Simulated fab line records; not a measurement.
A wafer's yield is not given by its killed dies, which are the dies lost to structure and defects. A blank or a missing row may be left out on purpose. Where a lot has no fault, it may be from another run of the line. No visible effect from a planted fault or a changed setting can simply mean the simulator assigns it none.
Split-lot trial + flow n5_finfet + 21 wafers read across 7 lots, on a route 1938 steps long

## ON THE SPLIT
At N5_ZERO_LAYER_PECVD_02 (deposits SiO2 from SiH4/N2O, target thk 10 nm, time 6 s), the setting time_s was moved away from the recipe's 6 s on 9 of the 21 wafers read, by -10.2% to +11.3%. All remaining wafers had this setting at the recipe value.

The reading is taken at the split's own step.

## THE READING
SiO2_of_ZERO_LAYER_PECVD_02.thk_nm (the simulator's own value, which no gauge read), in nm, at N5_ZERO_LAYER_PECVD_02 (deposits SiO2 from SiH4/N2O, target thk 10 nm, time 6 s). No usual value for it is given in the file. Across the 12 wafers here that went through the recipe, the average is 10.063 nm and the standard deviation 0.17 nm.

| wafer  | tool, chamber at the split | time_s as run, s | against the recipe | SiO2_of_ZERO_LAYER_PECVD_02.thk_nm, nm | against lot-mates on the recipe |
|--------|----------------------------|------------------|--------------------|----------------------------------------|---------------------------------|
| L075.1 | pecvd-02, 1                | 5.742            | -4.3%              | 9.443                                  | no lot-mate on the recipe       |
| L075.5 | pecvd-02, 0                | 5.742            | -4.3%              | 9.36                                   | no lot-mate on the recipe       |
| L075.6 | pecvd-02, 2                | 5.742            | -4.3%              | 9.5                                    | no lot-mate on the recipe       |
| L078.3 | pecvd-02, 1                | 6                | recipe             | 9.792                                  | -                               |
| L078.5 | pecvd-02, 2                | 6                | recipe             | 10.04                                  | -                               |
| L078.6 | pecvd-02, 0                | 5.388            | -10.2%             | 8.876                                  | -1.040                          |
| L079.2 | pecvd-04, 2                | 6.681            | +11.3%             | 11.02                                  | +0.855                          |
| L079.4 | pecvd-04, 1                | 6                | recipe             | 10.17                                  | -                               |
| L079.6 | pecvd-04, 2                | 6                | recipe             | 10.16                                  | -                               |
| L085.1 | pecvd-04, 2                | 5.687            | -5.2%              | 9.41                                   | -0.670                          |
| L085.2 | pecvd-04, 1                | 5.687            | -5.2%              | 9.429                                  | -0.651                          |
| L085.3 | pecvd-04, 0                | 6                | recipe             | 10.08                                  | -                               |
| L091.3 | pecvd-02, 1                | 6                | recipe             | 9.876                                  | -                               |
| L091.4 | pecvd-02, 2                | 6                | recipe             | 10.1                                   | -                               |
| L091.5 | pecvd-02, 0                | 6                | recipe             | 10.06                                  | -                               |
| L092.2 | pecvd-01, 0                | 6                | recipe             | 9.793                                  | -                               |
| L092.3 | pecvd-01, 1                | 6                | recipe             | 10.09                                  | -                               |
| L092.5 | pecvd-01, 0                | 6                | recipe             | 10.2                                   | -                               |
| L093.3 | pecvd-01, 1                | 6.436            | +7.3%              | 10.87                                  | +0.480                          |
| L093.4 | pecvd-01, 1                | 6                | recipe             | 10.39                                  | -                               |
| L093.5 | pecvd-01, 2                | 6.436            | +7.3%              | 10.58                                  | +0.190                          |

THE FIT
A straight line over all 21 wafers: SiO2_of_ZERO_LAYER_PECVD_02.thk_nm changes by +0.105 nm for each +1% of time_s; r = +0.95; the points scatter about the line by 0.16 nm.
The same after taking each lot's own level away (the mean of its wafers on the recipe; 18 wafers): +0.0826 nm for each +1%; r = +0.93; scatter 0.16 nm.
The reading moves by 0.94 nm for the largest change in time_s, on that fit.
From 9.9160 to 10.3900 nm: that is the span of the lots' own levels, equal to 2.9 times the standard deviation above.
So the slope is not independent of the lot-to-lot level: the two fits are not the same.
Check: +0.873 nm against its lot-mates is what the line predicts for one of the wafers moved furthest among these (+11.3%) when that wafer is left out of the fit. Against them it came out at +0.855 nm.

## FILE'S OWN FIT
SiO2_of_ZERO_LAYER_PECVD_02.thk_nm changes by +0.0838 nm for each +1% of time_s, r = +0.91.
